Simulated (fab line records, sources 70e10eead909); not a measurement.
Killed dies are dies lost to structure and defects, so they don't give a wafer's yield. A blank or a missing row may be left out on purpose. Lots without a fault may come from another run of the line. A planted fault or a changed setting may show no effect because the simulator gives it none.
fab line records | flow nand_harc
record lots=5 wafers=15 last_day=23
route steps=1159 shown A_CONTACT@844
lots that met no fault: from a run of the same line without faults
start_h: hours from the record's first day to the start of the lot's first wafer shown | wait_h: hours since the lot's step before | " the same as in the row above | L1.1+2: a row that stands for several wafers | - no value, or no start given | * or withheld: withheld | < > ~ a bound
route shown NAME@n: a module of which the file shows steps, and the number in the route of the first | usual: mean/standard deviation of fault-free wafers | same: alike in all rows | chamber/n: place in a boat | sites: the reading at each site | _std_site: their standard deviation | _edge_site: outer sites' mean less inner sites' | radius_mm: how far each site lies from the wafer's centre | mask NAME#n: copy n | behind: the tool/chamber that last shaped the wafer | hold: why the lot was held/for how many hours/how that ended | device: the transistor (n, p or np) that didn't switch | end of line: the same wafers' tests at the end of the route | a step without rows: its recipe alone | killed: dies lost to structure and defects at the first sort, not the wafer's yield | map: a wafer's dies, x killed, . not, _ none there
set.NAME: the setting as run; set.NAME@STEP: as run at that earlier step | model.NAME: the simulator's own value behind a step, which no gauge read
lots at some steps of the route; a table a step, a row a wafer
services: from which hour (start_h, from the record's first day; less than 0 if before it) a tool's chamber was out of use, for how many hours, and why
## steps
# step NHARC_A_CONTACT_DEHYDRATE_32
# recipe temp_c=150 time_s=120
# usual plate_temp_C=150.01/0.14
# columns lot.wafer tool chamber start_h wait_h plate_temp_C
L080.1 litho_track-01 0 411.92 0.2 150.01
L080.2 " 0 " " 149.81
L080.4 " 0 " " 149.86
L083.3 litho_track-01 0 422.37 0.2 150.07
L083.4 " 0 " " 150.15
L083.6 " 0 " " 149.89
L092.1 litho_track-01 0 460.14 0.2 149.89
L092.5 " 0 " " 149.82
L092.6 " 0 " " 150.20
L091.1 litho_track-01 0 460.75 0.2 150.11
L091.2 " 0 " " 149.98
L091.5 " 0 " " 150.18
L089.3 litho_track-04 0 467.99 0.2 149.78
L089.5 " 0 " " 149.94
L089.6 " 0 " " 149.86
# step NHARC_A_CONTACT_HMDS_33
# recipe time_s=30
# columns lot.wafer tool chamber start_h wait_h
L080.1+2+4 litho_track-01 0 - -
L083.3+4+6 litho_track-01 0 - -
L092.1+5+6 litho_track-01 0 - -
L091.1+2+5 litho_track-01 0 - -
L089.3+5+6 litho_track-04 0 - -
# step NHARC_A_CONTACT_COAT_34
# recipe temp_c=260 time_s=75
# usual plate_temp_C=259.99/0.18
# columns lot.wafer tool chamber start_h wait_h plate_temp_C
L080.1 litho_track-01 0 - - 259.82
L080.2 " 0 " " 259.88
L080.4 " 0 " " 259.92
L083.3 litho_track-01 0 - - 260.02
L083.4 " 0 " " 260.26
L083.6 " 0 " " 259.92
L092.1 litho_track-01 0 - - 259.89
L092.5 " 0 " " 259.98
L092.6 " 0 " " 259.92
L091.1 litho_track-01 0 - - 260.04
L091.2 " 0 " " 260.13
L091.5 " 0 " " 260.10
L089.3 litho_track-04 0 - - 260.09
L089.5 " 0 " " 259.97
L089.6 " 0 " " 260.09
# step NHARC_A_CONTACT_COAT_35
# recipe temp_c=225 time_s=65
# usual plate_temp_C=224.99/0.14
# columns lot.wafer tool chamber start_h wait_h plate_temp_C
L080.1 litho_track-01 0 - - 225.04
L080.2 " 0 " " 225.10
L080.4 " 0 " " 225.02
L083.3 litho_track-01 0 - - 225.16
L083.4 " 0 " " 225.02
L083.6 " 0 " " 225.08
L092.1 litho_track-01 0 - - 225.39
L092.5 " 0 " " 224.87
L092.6 " 0 " " 224.99
L091.1 litho_track-01 0 - - 225.05
L091.2 " 0 " " 225.15
L091.5 " 0 " " 225.05
L089.3 litho_track-04 0 - - 224.80
L089.5 " 0 " " 225.00
L089.6 " 0 " " 224.96
# step NHARC_A_CONTACT_COAT_36
# recipe spin_rpm=1500 resist_thk_nm=90
# usual dispense_pressure_kPa=50.9/2.8
# columns lot.wafer tool chamber start_h wait_h dispense_pressure_kPa
L080.1 litho_track-01 0 - - 49.1
L080.2 " 0 " " 49.1
L080.4 " 0 " " 49.1
L083.3 litho_track-01 0 - - 49.1
L083.4 " 0 " " 49.1
L083.6 " 0 " " 49.1
L092.1 litho_track-01 0 - - 49.1
L092.5 " 0 " " 49.1
L092.6 " 0 " " 49.1
L091.1 litho_track-01 0 - - 49.1
L091.2 " 0 " " 49.1
L091.5 " 0 " " 49.1
L089.3 litho_track-04 0 - - 54.5
L089.5 " 0 " " 54.5
L089.6 " 0 " " 54.5
# step NHARC_A_CONTACT_SOFTBAKE_37
# recipe temp_c=105 time_s=55
# usual plate_temp_C=104.99/0.13
# columns lot.wafer tool chamber start_h wait_h plate_temp_C
L080.1 litho_track-01 0 - - 104.88
L080.2 " 0 " " 104.95
L080.4 " 0 " " 105.18
L083.3 litho_track-01 0 - - 104.98
L083.4 " 0 " " 105.09
L083.6 " 0 " " 105.04
L092.1 litho_track-01 0 - - 105.04
L092.5 " 0 " " 105.07
L092.6 " 0 " " 105.19
L091.1 litho_track-01 0 - - 105.13
L091.2 " 0 " " 105.24
L091.5 " 0 " " 105.00
L089.3 litho_track-04 0 - - 104.96
L089.5 " 0 " " 104.97
L089.6 " 0 " " 105.08
# step NHARC_A_CONTACT_EBR_38
# columns lot.wafer tool chamber start_h wait_h
L080.1+2+4 litho_track-01 0 - -
L083.3+4+6 litho_track-01 0 - -
L092.1+5+6 litho_track-01 0 - -
L091.1+2+5 litho_track-01 0 - -
L089.3+5+6 litho_track-04 0 - -
# step NHARC_A_CONTACT_EXPOSE_39
# recipe na=1.35 sigma_outer=0.8 dose_mj=58.79 mask_id=A_CC_3
# columns lot.wafer tool chamber start_h wait_h mask
L080.1+2+4 arfi_scanner-03 0 412.23 - A_CC_3#0
L083.3+4+6 arfi_scanner-03 0 422.69 - A_CC_3#0
L092.1+5+6 arfi_scanner-01 0 460.45 - A_CC_3#0
L091.1+2+5 arfi_scanner-01 0 460.93 - A_CC_3#0
L089.3+5+6 arfi_scanner-03 0 468.31 - A_CC_3#0
# step NHARC_A_CONTACT_PEB_40
# recipe peb_temp_c=100 peb_time_s=65
# usual plate_temp_C=99.99/0.13
# columns lot.wafer tool chamber start_h wait_h plate_temp_C
L080.1 litho_track-04 0 412.29 0.1 99.79
L080.2 " 0 " " 100.06
L080.4 " 0 " " 99.91
L083.3 litho_track-04 0 422.74 0.0 99.92
L083.4 " 0 " " 99.76
L083.6 " 0 " " 99.95
L092.1 litho_track-01 0 460.51 0.1 99.91
L092.5 " 0 " " 100.03
L092.6 " 0 " " 99.90
L091.1 litho_track-01 0 461.00 0.1 99.80
L091.2 " 0 " " 100.01
L091.5 " 0 " " 100.10
L089.3 litho_track-01 0 468.37 0.1 99.88
L089.5 " 0 " " 99.84
L089.6 " 0 " " 99.97
# step NHARC_A_CONTACT_DEVELOP_41
# recipe develop_time_s=35 dev_temp_c=23
# usual developer_temp_C=22.97/0.11
# columns lot.wafer tool chamber start_h wait_h developer_temp_C
L080.1 litho_track-04 0 - - 22.95
L080.2 " 0 " " 23.02
L080.4 " 0 " " 23.04
L083.3 litho_track-04 0 - - 22.93
L083.4 " 0 " " 23.12
L083.6 " 0 " " 23.23
L092.1 litho_track-01 0 - - 22.74
L092.5 " 0 " " 22.70
L092.6 " 0 " " 22.79
L091.1 litho_track-01 0 - - 22.90
L091.2 " 0 " " 23.05
L091.5 " 0 " " 23.04
L089.3 litho_track-01 0 - - 23.07
L089.5 " 0 " " 23.04
L089.6 " 0 " " 23.05
# step NHARC_A_CONTACT_CD_MEAS_42
# recipe target_cd_nm=200 landing_energy_ev=500
# usual cd_nm=200.0/0.44
# columns lot.wafer tool chamber start_h wait_h cd_nm
L080.1 cd_sem-01 0 412.37 - 199.3
L080.2 " 0 " " 200.1
L080.4 " 0 " " 199.4
L083.3 cd_sem-01 0 422.83 - 199.5
L083.4 " 0 " " 199.5
L083.6 " 0 " " 199.5
L092.1 cd_sem-03 0 460.59 - 199.5
L092.5 " 0 " " 199.9
L092.6 " 0 " " 199.3
L091.1 cd_sem-03 0 461.08 - 200.3
L091.2 " 0 " " 200.3
L091.5 " 0 " " 200.0
L089.3 cd_sem-01 0 468.45 - 199.1
L089.5 " 0 " " 200.3
L089.6 " 0 " " 200.0
# step NHARC_A_CONTACT_OVL_MEAS_43
# usual overlay_x_nm=0.1/0.67 overlay_y_nm=0.0/0.84
# columns lot.wafer tool chamber start_h wait_h overlay_x_nm overlay_y_nm
L080.1 overlay-01 - 412.46 - 0.1 1.0
L080.2 " - " " -0.2 0.7
L080.4 " - " " -0.1 0.9
L083.3 overlay-02 - 422.91 - -0.8 0.0
L083.4 " - " " -0.1 -0.3
L083.6 " - " " -0.8 0.2
L092.1 overlay-02 - 460.68 - 1.1 -0.8
L092.5 " - " " 1.3 -0.5
L092.6 " - " " 0.8 -1.3
L091.1 overlay-01 - 461.17 - 0.0 -1.5
L091.2 " - " " 0.1 -1.1
L091.5 " - " " 0.5 -2.0
L089.3 overlay-02 - 468.54 - 0.0 -0.4
L089.5 " - " " 0.4 -0.6
L089.6 " - " " 0.6 -0.6
# step NHARC_A_CONTACT_INSPECT_44
# usual raw_defect_count=31/16
# columns lot.wafer tool chamber start_h wait_h raw_defect_count
L080.1 defect_inspect-01 - 412.50 0.0 47
L080.2 " - " " 41
L080.4 " - " " 35
L083.3 defect_inspect-01 - 422.95 0.0 17
L083.4 " - " " 25
L083.6 " - " " 29
L092.1 defect_inspect-02 - 460.71 0.0 48
L092.5 " - " " 50
L092.6 " - " " 59
L091.1 defect_inspect-02 - 461.20 0.0 13
L091.2 " - " " 22
L091.5 " - " " 18
L089.3 defect_inspect-02 - 468.57 0.0 23
L089.5 " - " " 27
L089.6 " - " " 29
# step NHARC_A_CONTACT_DESCUM_47
# recipe time_s=3 o2_flow_sccm=200 ar_flow_sccm=0 bias_power_w=0 chemistry=O2
# usual drypump_motor_current_A=5.8/0.41 oes_product_au=0.999/0.0089 rf_vpp_V=57.8/0.94 showerhead_plenum_p_Torr=1.92/0.096 throttle_valve_pct=11.312/0.0089
# columns lot.wafer tool chamber start_h wait_h drypump_motor_current_A oes_product_au rf_hours_counter_h rf_vpp_V showerhead_plenum_p_Torr throttle_valve_pct
L080.2 rie_diel-01 2 412.56 0.1 5.6 0.997 17 58.1 1.80 11.308
L080.4 " 3 " " 5.6 0.997 17 57.4 1.99 11.320
L080.1 " 0 " " 5.3 0.992 16 58.7 1.96 11.310
L083.4 rie_diel-01 0 423.07 0.1 5.3 1.002 19 59.2 1.95 11.314
L083.3 " 1 " " 5.7 1.004 18 58.5 1.98 11.299
L083.6 " 0 " " 5.3 0.998 - 58.6 1.96 11.310
L092.1 rie_diel-04 3 460.78 0.1 6.0 0.986 62 58.0 1.99 11.309
L092.5 " 2 " " 5.6 1.016 - 57.1 1.76 11.304
L092.6 " 3 " " 6.0 0.998 - 58.2 1.99 11.314
L091.1 rie_diel-01 2 461.27 0.1 5.6 0.988 27 57.4 1.79 11.309
L091.2 " 1 " " 5.7 0.987 26 59.6 1.98 11.325
L091.5 " 0 " " 5.3 0.990 - 57.1 1.95 11.311
L089.3 rie_diel-01 0 468.78 0.2 5.3 0.985 30 58.7 1.95 11.302
L089.5 " 2 " " 5.6 0.981 - 56.8 1.79 11.303
L089.6 " 3 " " 5.6 0.983 - 57.6 1.99 11.310
# step NHARC_A_CONTACT_ETCH_48
# recipe target_depth_a=390 over_etch_frac=0.3 time_s=65 ion_energy_ev=80 cf4_flow_sccm=150 ar_flow_sccm=0 rf_w=300 bias_w=100 chemistry=CF4
# usual cf4_flow_sccm=150.0/0.43 drypump_motor_current_A=5.8/0.41 oes_product_au=0.998/0.0085 rf_vpp_V=151.5/1.3 showerhead_plenum_p_Torr=1.78/0.081 throttle_valve_pct=13.285/0.0081
# columns lot.wafer tool chamber start_h wait_h cf4_flow_sccm drypump_motor_current_A oes_product_au rf_hours_counter_h rf_vpp_V showerhead_plenum_p_Torr throttle_valve_pct
L080.2 rie_diel-01 3 412.64 0.1 150.3 5.6 0.984 17 152.3 1.84 13.284
L080.4 " 0 " " 149.6 5.3 0.992 16 152.8 1.81 13.286
L080.1 " 1 " " 149.6 5.7 0.988 15 152.9 1.83 13.298
L083.3 rie_diel-01 3 423.14 0.1 148.8 5.6 0.998 19 152.2 1.84 13.269
L083.4 " 1 " " 150.5 5.7 0.994 18 151.9 1.83 13.296
L083.6 " 3 " " 150.1 5.6 0.991 - 151.8 1.84 13.294
L092.1 rie_diel-04 3 460.88 0.1 150.0 6.0 0.998 62 152.9 1.84 13.284
L092.5 " 0 " " 149.5 6.0 1.003 - 149.2 1.79 13.283
L092.6 " 1 " " 149.9 6.2 1.010 - 151.9 1.89 13.292
L091.1 rie_diel-01 0 461.37 0.1 150.3 5.3 0.985 28 152.0 1.80 13.271
L091.2 " 1 " " 149.7 5.7 0.985 26 152.2 1.82 13.286
L091.5 " 1 " " 150.0 5.7 1.000 - 152.4 1.82 13.280
L089.3 rie_diel-01 2 468.85 0.1 149.8 5.6 0.986 28 150.5 1.66 13.295
L089.5 " 1 " " 150.6 5.7 0.984 - 152.0 1.82 13.288
L089.6 " 2 " " 150.2 5.6 0.974 - 149.0 1.66 13.295
# step NHARC_A_CONTACT_ETCH_49
# recipe target_depth_a=2600 over_etch_frac=0.3 time_s=475.3 ion_energy_ev=200 n2_flow_sccm=150 h2_flow_sccm=150 ar_flow_sccm=0 rf_w=400 bias_w=150 chemistry=N2/H2
# usual drypump_motor_current_A=5.8/0.41 oes_product_au=0.999/0.0079 rf_vpp_V=431.0/2.9 showerhead_plenum_p_Torr=2.06/0.1 throttle_valve_pct=14.172/0.0095
# columns lot.wafer tool chamber start_h wait_h drypump_motor_current_A oes_product_au rf_hours_counter_h rf_vpp_V showerhead_plenum_p_Torr throttle_valve_pct
L080.4 rie_diel-01 0 - - 5.3 1.001 16 432.6 2.09 14.179
L080.2 " 2 " " 5.6 1.000 17 427.4 1.91 14.170
L080.1 " 3 " " 5.6 1.014 17 433.9 2.13 14.184
L083.4 rie_diel-01 0 - - 5.3 1.000 19 430.2 2.09 14.166
L083.3 " 2 " " 5.5 1.001 19 426.7 1.91 14.166
L083.6 " 1 " " 5.8 1.004 - 432.2 2.11 14.187
L092.1 rie_diel-04 0 - - 5.9 1.010 68 431.6 2.06 14.171
L092.5 " 1 " " 6.2 1.011 - 434.0 2.19 14.175
L092.6 " 2 " " 5.6 1.011 - 424.6 1.87 14.155
L091.2 rie_diel-01 2 - - 5.5 0.985 27 426.8 1.91 14.180
L091.1 " 0 " " 5.3 0.996 28 431.6 2.08 14.186
L091.5 " 0 " " 5.3 0.988 - 432.8 2.08 14.161
L089.3 rie_diel-01 1 - - 5.7 0.995 29 432.3 2.11 14.166
L089.6 " 2 " " 5.5 0.996 - 425.6 1.91 14.164
L089.5 " 3 " " 5.6 0.987 - 433.2 2.13 14.187
# step NHARC_A_CONTACT_ETCH_50
# recipe target_depth_a=847 time_s=42.4 cf4_flow_sccm=100 chf3_flow_sccm=30 ar_flow_sccm=0 rf_w=500 bias_w=200 chemistry=CF4/CHF3
# usual cf4_flow_sccm=99.99/0.28 drypump_motor_current_A=5.8/0.4 oes_product_au=0.944/0.02 rf_vpp_V=370.9/2.6 showerhead_plenum_p_Torr=1.58/0.074 throttle_valve_pct=16.803/0.0089
# columns lot.wafer tool chamber start_h wait_h cf4_flow_sccm drypump_motor_current_A oes_product_au rf_hours_counter_h rf_vpp_V showerhead_plenum_p_Torr throttle_valve_pct
L080.4 rie_diel-01 1 - - 99.81 5.7 0.974 15 371.5 1.63 16.792
L080.1 " 2 " " 99.55 5.6 0.958 17 365.5 1.48 16.804
L080.2 " 3 " " 99.63 5.6 0.952 17 372.9 1.64 16.818
L083.4 rie_diel-01 1 - - 100.39 5.7 0.957 18 372.7 1.62 16.817
L083.3 " 3 " " 99.95 5.6 0.942 19 371.3 1.64 16.810
L083.6 " 2 " " 99.98 5.6 0.958 - 368.4 1.48 16.813
L092.1 rie_diel-04 3 - - 100.02 6.0 0.927 62 371.7 1.63 16.809
L092.6 " 1 " " 99.83 6.1 0.927 - 373.4 1.68 16.800
L092.5 " 2 " " 100.03 5.6 0.941 - 366.0 1.45 16.804
L091.1 rie_diel-01 2 - - 100.56 5.6 0.908 27 367.5 1.48 16.802
L091.2 " 0 " " 99.70 5.3 0.921 28 372.9 1.60 16.779
L091.5 " 1 " " 99.77 5.7 0.922 - 372.3 1.62 16.792
L089.3 rie_diel-01 2 - - 99.95 5.5 0.954 29 367.2 1.48 16.781
L089.6 " 2 " " 99.85 5.5 0.958 - 367.7 1.48 16.797
L089.5 " 3 " " 99.74 5.6 0.965 - 371.5 1.64 16.810
# step NHARC_A_CONTACT_ETCH_51
# recipe target_depth_a=36000 over_etch_frac=0.3 time_s=936 ion_energy_ev=150 o2_flow_sccm=400 cos_flow_sccm=20 ar_flow_sccm=0 rf_w=500 bias_w=300 chemistry=O2/COS
# usual drypump_motor_current_A=5.8/0.41 oes_product_au=0.998/0.0075 rf_vpp_V=314.5/2.3 showerhead_plenum_p_Torr=3.15/0.14 throttle_valve_pct=28.330/0.0094
# columns lot.wafer tool chamber start_h wait_h drypump_motor_current_A oes_product_au rf_hours_counter_h rf_vpp_V showerhead_plenum_p_Torr throttle_valve_pct
L080.4 rie_diel-01 0 - - 5.3 0.989 17 313.8 3.19 28.322
L080.2 " 2 " " 5.6 0.986 18 311.4 2.94 28.322
L080.1 " 3 " " 5.6 0.991 18 316.2 3.25 28.326
L083.3 rie_diel-01 1 - - 5.7 1.004 18 315.2 3.22 28.319
L083.4 " 2 " " 5.6 0.995 20 312.3 2.94 28.344
L083.6 " 1 " " 5.7 1.001 - 316.4 3.22 28.318
L092.1 rie_diel-04 0 - - 5.9 1.006 68 315.0 3.15 28.329
L092.6 " 3 " " 6.1 0.997 - 316.4 3.24 28.332
L092.5 " 0 " " 5.9 1.005 - 314.2 3.15 28.322
L091.1 rie_diel-01 1 - - 5.7 0.994 27 315.9 3.22 28.345
L091.2 " 0 " " 5.3 0.982 28 314.6 3.18 28.312
L091.5 " 1 " " 5.8 0.994 - 314.5 3.22 28.320
L089.3 rie_diel-01 3 - - 5.6 0.995 25 316.9 3.24 28.348
L089.5 " 1 " " 5.7 0.988 - 313.9 3.22 28.323
L089.6 " 2 " " 5.5 0.987 - 310.6 2.93 28.343
# step NHARC_A_CONTACT_ETCH_111
# recipe source_w=withheld pressure_mtorr=20 bias_v=withheld time_s=140 target_depth_a=7000 ar_flow_sccm=withheld c4f8_flow_sccm=withheld o2_flow_sccm=withheld chemistry=C4F8/O2/Ar
# columns lot.wafer tool chamber start_h wait_h rf_hours_counter_h
L080.1 har_cap_etch-02 1 413.95 - 16
L080.2 " 0 " " 16
L080.4 " 0 " " -
L083.3 har_cap_etch-02 0 424.43 - -
L083.4 " 1 " " -
L083.6 " 0 " " -
L092.1 har_cap_etch-02 1 462.07 - 23
L092.5 " 0 " " -
L092.6 " 1 " " -
L091.2 har_cap_etch-01 0 462.75 - 72
L091.1 " 1 " " 72
L091.5 " 0 " " -
L089.3 har_cap_etch-01 0 470.12 - -
L089.5 " 0 " " -
L089.6 " 1 " " -
# step NHARC_A_CONTACT_ETCH_112
# recipe source_w=withheld pressure_mtorr=20 bias_v=3000 time_s=94 target_depth_a=9220 ar_flow_sccm=withheld c4f8_flow_sccm=withheld o2_flow_sccm=withheld chemistry=C4F8/O2/Ar
# columns lot.wafer tool chamber start_h wait_h rf_hours_counter_h
L080.1 har_cap_etch-02 1 414.15 0.2 16
L080.2 " 0 " " 16
L080.4 " 0 " " -
L083.3 har_cap_etch-02 0 424.60 0.1 -
L083.4 " 1 " " -
L083.6 " 0 " " -
L092.1 har_cap_etch-02 1 462.25 0.1 23
L092.5 " 0 " " -
L092.6 " 1 " " -
L091.2 har_cap_etch-01 0 463.01 0.2 72
L091.1 " 1 " " 72
L091.5 " 0 " " -
L089.3 har_cap_etch-01 0 470.34 0.2 -
L089.5 " 0 " " -
L089.6 " 1 " " -
# step NHARC_A_CONTACT_ETCH_113
# recipe source_w=withheld pressure_mtorr=20 bias_v=3000 time_s=94 target_depth_a=9220 ar_flow_sccm=withheld c4f8_flow_sccm=withheld o2_flow_sccm=withheld chemistry=C4F8/O2/Ar
# columns lot.wafer tool chamber start_h wait_h rf_hours_counter_h
L080.1 har_cap_etch-02 1 414.24 0.1 16
L080.2 " 0 " " 16
L080.4 " 0 " " -
L083.3 har_cap_etch-02 0 424.69 0.1 -
L083.4 " 1 " " -
L083.6 " 0 " " -
L092.1 har_cap_etch-02 1 462.34 0.1 23
L092.5 " 0 " " -
L092.6 " 1 " " -
L091.2 har_cap_etch-01 0 463.13 0.1 73
L091.1 " 1 " " 73
L091.5 " 0 " " -
L089.3 har_cap_etch-01 0 470.46 0.1 -
L089.5 " 0 " " -
L089.6 " 1 " " -
# step NHARC_A_CONTACT_ETCH_114
# recipe source_w=withheld pressure_mtorr=20 bias_v=3000 time_s=94 target_depth_a=9220 ar_flow_sccm=withheld c4f8_flow_sccm=withheld o2_flow_sccm=withheld chemistry=C4F8/O2/Ar
# columns lot.wafer tool chamber start_h wait_h rf_hours_counter_h
L080.1 har_cap_etch-02 1 414.33 0.1 16
L080.2 " 0 " " 16
L080.4 " 0 " " -
L083.3 har_cap_etch-02 0 424.78 0.1 -
L083.4 " 1 " " -
L083.6 " 0 " " -
L092.1 har_cap_etch-02 1 462.43 0.1 23
L092.5 " 0 " " -
L092.6 " 1 " " -
L091.2 har_cap_etch-01 0 463.25 0.1 73
L091.1 " 1 " " 73
L091.5 " 0 " " -
L089.3 har_cap_etch-01 0 470.58 0.1 -
L089.5 " 0 " " -
L089.6 " 1 " " -
# step NHARC_A_CONTACT_ETCH_115
# recipe source_w=withheld pressure_mtorr=20 bias_v=3000 time_s=94 target_depth_a=9220 ar_flow_sccm=withheld c4f8_flow_sccm=withheld o2_flow_sccm=withheld chemistry=C4F8/O2/Ar
# columns lot.wafer tool chamber start_h wait_h rf_hours_counter_h
L080.1 har_cap_etch-02 1 414.43 0.1 16
L080.2 " 0 " " 16
L080.4 " 0 " " -
L083.3 har_cap_etch-02 0 424.87 0.1 -
L083.4 " 1 " " -
L083.6 " 0 " " -
L092.1 har_cap_etch-02 1 462.52 0.1 24
L092.5 " 0 " " -
L092.6 " 1 " " -
L091.2 har_cap_etch-01 0 463.37 0.1 73
L091.1 " 1 " " 73
L091.5 " 0 " " -
L089.3 har_cap_etch-01 0 470.70 0.1 -
L089.5 " 0 " " -
L089.6 " 1 " " -
# step NHARC_A_CONTACT_ETCH_116
# recipe source_w=withheld pressure_mtorr=20 bias_v=3000 time_s=94 target_depth_a=9220 ar_flow_sccm=withheld c4f8_flow_sccm=withheld o2_flow_sccm=withheld chemistry=C4F8/O2/Ar
# columns lot.wafer tool chamber start_h wait_h rf_hours_counter_h
L080.1 har_cap_etch-02 1 414.52 0.1 16
L080.2 " 0 " " 16
L080.4 " 0 " " -
L083.3 har_cap_etch-02 0 424.96 0.1 -
L083.4 " 1 " " -
L083.6 " 0 " " -
L092.1 har_cap_etch-02 1 462.62 0.1 24
L092.5 " 0 " " -
L092.6 " 1 " " -
L091.2 har_cap_etch-01 0 463.50 0.1 73
L091.1 " 1 " " 73
L091.5 " 0 " " -
L089.3 har_cap_etch-01 0 470.82 0.1 -
L089.5 " 0 " " -
L089.6 " 1 " " -
# step NHARC_A_CONTACT_ETCH_117
# recipe source_w=withheld pressure_mtorr=20 bias_v=3000 time_s=94 target_depth_a=9220 ar_flow_sccm=withheld c4f8_flow_sccm=withheld o2_flow_sccm=withheld chemistry=C4F8/O2/Ar
# columns lot.wafer tool chamber start_h wait_h rf_hours_counter_h
L080.1 har_cap_etch-02 1 414.61 0.1 16
L080.2 " 0 " " 16
L080.4 " 0 " " -
L083.3 har_cap_etch-02 0 425.05 0.1 -
L083.4 " 1 " " -
L083.6 " 0 " " -
L092.1 har_cap_etch-02 1 462.71 0.1 24
L092.5 " 0 " " -
L092.6 " 1 " " -
L091.2 har_cap_etch-01 0 463.62 0.1 73
L091.1 " 1 " " 73
L091.5 " 0 " " -
L089.3 har_cap_etch-01 0 470.94 0.1 -
L089.5 " 0 " " -
L089.6 " 1 " " -
# step NHARC_A_CONTACT_ETCH_118
# recipe source_w=withheld pressure_mtorr=20 bias_v=3000 time_s=94 target_depth_a=9220 ar_flow_sccm=withheld c4f8_flow_sccm=withheld o2_flow_sccm=withheld chemistry=C4F8/O2/Ar
# columns lot.wafer tool chamber start_h wait_h rf_hours_counter_h
L080.1 har_cap_etch-02 1 414.70 0.1 16
L080.2 " 0 " " 16
L080.4 " 0 " " -
L083.3 har_cap_etch-02 0 425.14 0.1 -
L083.4 " 1 " " -
L083.6 " 0 " " -
L092.1 har_cap_etch-02 1 462.80 0.1 24
L092.5 " 0 " " -
L092.6 " 1 " " -
L091.2 har_cap_etch-01 0 463.73 0.1 73
L091.1 " 1 " " 73
L091.5 " 0 " " -
L089.3 har_cap_etch-01 0 471.06 0.1 -
L089.5 " 0 " " -
L089.6 " 1 " " -
# step NHARC_A_CONTACT_ETCH_119
# recipe source_w=withheld pressure_mtorr=20 bias_v=3000 time_s=94 target_depth_a=9220 ar_flow_sccm=withheld c4f8_flow_sccm=withheld o2_flow_sccm=withheld chemistry=C4F8/O2/Ar
# columns lot.wafer tool chamber start_h wait_h rf_hours_counter_h
L080.1 har_cap_etch-02 1 414.79 0.1 16
L080.2 " 0 " " 16
L080.4 " 0 " " -
L083.3 har_cap_etch-02 0 425.23 0.1 -
L083.4 " 1 " " -
L083.6 " 0 " " -
L092.1 har_cap_etch-02 1 462.89 0.1 24
L092.5 " 0 " " -
L092.6 " 1 " " -
L091.2 har_cap_etch-01 0 463.86 0.1 73
L091.1 " 1 " " 73
L091.5 " 0 " " -
L089.3 har_cap_etch-01 0 471.18 0.1 -
L089.5 " 0 " " -
L089.6 " 1 " " -
# step NHARC_A_CONTACT_ETCH_120
# recipe source_w=withheld pressure_mtorr=20 bias_v=3000 time_s=94 target_depth_a=9220 ar_flow_sccm=withheld c4f8_flow_sccm=withheld o2_flow_sccm=withheld chemistry=C4F8/O2/Ar
# columns lot.wafer tool chamber start_h wait_h rf_hours_counter_h
L080.1 har_cap_etch-02 1 414.88 0.1 16
L080.2 " 0 " " 16
L080.4 " 0 " " -
L083.3 har_cap_etch-02 0 425.32 0.1 -
L083.4 " 1 " " -
L083.6 " 0 " " -
L092.1 har_cap_etch-02 1 462.98 0.1 24
L092.5 " 0 " " -
L092.6 " 1 " " -
L091.2 har_cap_etch-01 0 463.98 0.1 73
L091.1 " 1 " " 73
L091.5 " 0 " " -
L089.3 har_cap_etch-01 0 471.30 0.1 -
L089.5 " 0 " " -
L089.6 " 1 " " -
# step NHARC_A_CONTACT_ETCH_121
# recipe source_w=withheld pressure_mtorr=20 bias_v=3000 time_s=94 target_depth_a=9220 ar_flow_sccm=withheld c4f8_flow_sccm=withheld o2_flow_sccm=withheld chemistry=C4F8/O2/Ar
# columns lot.wafer tool chamber start_h wait_h rf_hours_counter_h
L080.1 har_cap_etch-02 1 414.97 0.1 17
L080.2 " 0 " " 17
L080.4 " 0 " " -
L083.3 har_cap_etch-02 0 425.41 0.1 -
L083.4 " 1 " " -
L083.6 " 0 " " -
L092.1 har_cap_etch-02 1 463.07 0.1 24
L092.5 " 0 " " -
L092.6 " 1 " " -
L091.2 har_cap_etch-01 0 464.10 0.1 73
L091.1 " 1 " " 73
L091.5 " 0 " " -
L089.3 har_cap_etch-01 0 471.42 0.1 -
L089.5 " 0 " " -
L089.6 " 1 " " -
# step NHARC_A_CONTACT_ETCH_122
# recipe source_w=withheld pressure_mtorr=20 bias_v=3000 time_s=95 target_depth_a=9300 ar_flow_sccm=withheld c4f8_flow_sccm=withheld o2_flow_sccm=withheld chemistry=C4F8/O2/Ar
# columns lot.wafer tool chamber start_h wait_h rf_hours_counter_h
L080.1 har_cap_etch-02 1 415.06 0.1 17
L080.2 " 0 " " 17
L080.4 " 0 " " -
L083.3 har_cap_etch-02 0 425.50 0.1 -
L083.4 " 1 " " -
L083.6 " 0 " " -
L092.1 har_cap_etch-02 1 463.16 0.1 24
L092.5 " 0 " " -
L092.6 " 1 " " -
L091.2 har_cap_etch-01 0 464.22 0.1 73
L091.1 " 1 " " 73
L091.5 " 0 " " -
L089.3 har_cap_etch-01 0 471.54 0.1 -
L089.5 " 0 " " -
L089.6 " 1 " " -
# step NHARC_A_CONTACT_ETCH_123
# recipe source_w=withheld pressure_mtorr=20 bias_v=400 time_s=253 target_depth_a=10900 ar_flow_sccm=withheld c4f8_flow_sccm=11.5 o2_flow_sccm=7.2 chemistry=C4F8/O2/Ar
# columns lot.wafer tool chamber start_h wait_h rf_hours_counter_h
L080.1 har_cap_etch-02 1 415.15 0.1 17
L080.2 " 0 " " 17
L080.4 " 0 " " -
L083.3 har_cap_etch-02 0 425.67 0.2 -
L083.4 " 1 " " -
L083.6 " 0 " " -
L092.1 har_cap_etch-02 1 463.29 0.1 24
L092.5 " 0 " " -
L092.6 " 1 " " -
L091.2 har_cap_etch-01 0 464.34 0.1 73
L091.1 " 1 " " 73
L091.5 " 0 " " -
L089.3 har_cap_etch-01 0 471.77 0.2 -
L089.5 " 0 " " -
L089.6 " 1 " " -
## services
# columns tool chamber start_h hours kind
rie_diel-04 0 397.11 - clean
rie_diel-04 1 397.11 - clean
rie_diel-01 0 397.36 - clean
rie_diel-01 1 397.36 - clean
rie_diel-01 2 397.36 - clean
rie_diel-01 3 397.36 - clean
rie_diel-01 0 421.86 - clean
rie_diel-01 1 421.86 - clean
rie_diel-01 2 421.86 - clean
rie_diel-01 3 421.86 - clean
arfi_scanner-03 - 427.92 0.9 repair
har_cap_etch-01 - 436.51 0.9 repair
rie_diel-01 3 442.07 24.2 repair
litho_track-01 - 443.00 7.0 pm
arfi_scanner-01 - 443.43 0.7 repair
rie_diel-01 0 446.36 - clean
rie_diel-01 1 446.36 - clean
rie_diel-01 2 446.36 - clean
rie_diel-04 3 455.70 2.4 repair
rie_diel-04 - 466.30 9.0 pm
rie_diel-01 0 470.91 - clean
rie_diel-01 1 470.91 - clean
rie_diel-01 2 470.91 - clean
rie_diel-01 3 470.91 - clean
## key
fault none
